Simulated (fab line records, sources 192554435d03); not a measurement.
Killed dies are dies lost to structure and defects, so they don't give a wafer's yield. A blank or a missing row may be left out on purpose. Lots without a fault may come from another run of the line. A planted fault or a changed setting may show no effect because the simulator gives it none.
Chamber matching | flow n5_finfet | N5_HKMG_FIN_ALD_36 on ald_metal-03: 4 sister chambers
The step deposits TiN, target thk 1 nm, pulse time 1 s, purge time 3 s. 8 wafers are shown with their chamber, then 8 later ones without.

WAFERS WITH THEIR CHAMBER
wafer  | chamber | heater_power_w (W) | precursor_pulse_height_rel
L086.6 | 2       | 942                | 1.014
L088.1 | 3       | 850                | 1.010
L088.4 | 0       | 783                | 0.999
L088.6 | 2       | 905                | 0.986
L090.3 | 3       | 852                | 1.007
L090.4 | 1       | 891                | 1.011
L090.6 | 1       | 893                | 1.010
L094.2 | 0       | 814                | 0.953

WAFERS WITHOUT THEIR CHAMBER
wafer  | heater_power_w (W) | precursor_pulse_height_rel
L094.3 | 903                | 0.990
L094.6 | 790                | 0.995
L092.4 | 867                | 1.037
L092.5 | 793                | 0.988
L092.6 | 908                | 0.995
L096.1 | 925                | 1.010
L096.3 | 799                | 1.023
L096.5 | 900                | 1.027

WHICH CHAMBER EACH WENT THROUGH
wafer  | from the rows above          | in truth
L094.3 | can't be placed: 1 or 2 or 3 | 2
L094.6 | 0                            | 0
L092.4 | can't be placed: 3 or 1      | 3
L092.5 | 0                            | 0
L092.6 | can't be placed: 2 or 1      | 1
L096.1 | can't be placed: 2 or 1      | 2
L096.3 | can't be placed: 0 or 3      | 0
L096.5 | can't be placed: 1 or 2      | 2
Placed correctly: 2 of 8. Can't be placed from these rows: 6 (the true chamber is among the candidates in 6). Placed wrongly: 0.
How it was worked out, from the rows above alone: a wafer's distance from a chamber is the root of the sum, over the readings, of the square of ((its reading less the chamber's mean) divided by the reading's scatter). The wafer belongs to the nearest chamber; if the next one is less than 2 further off, it can't be placed. A chamber's mean is the mean of its shown wafers. The scatter: the root of (the sum of the squares of (reading less its chamber's mean) over the shown wafers, divided by (wafers less chambers)).
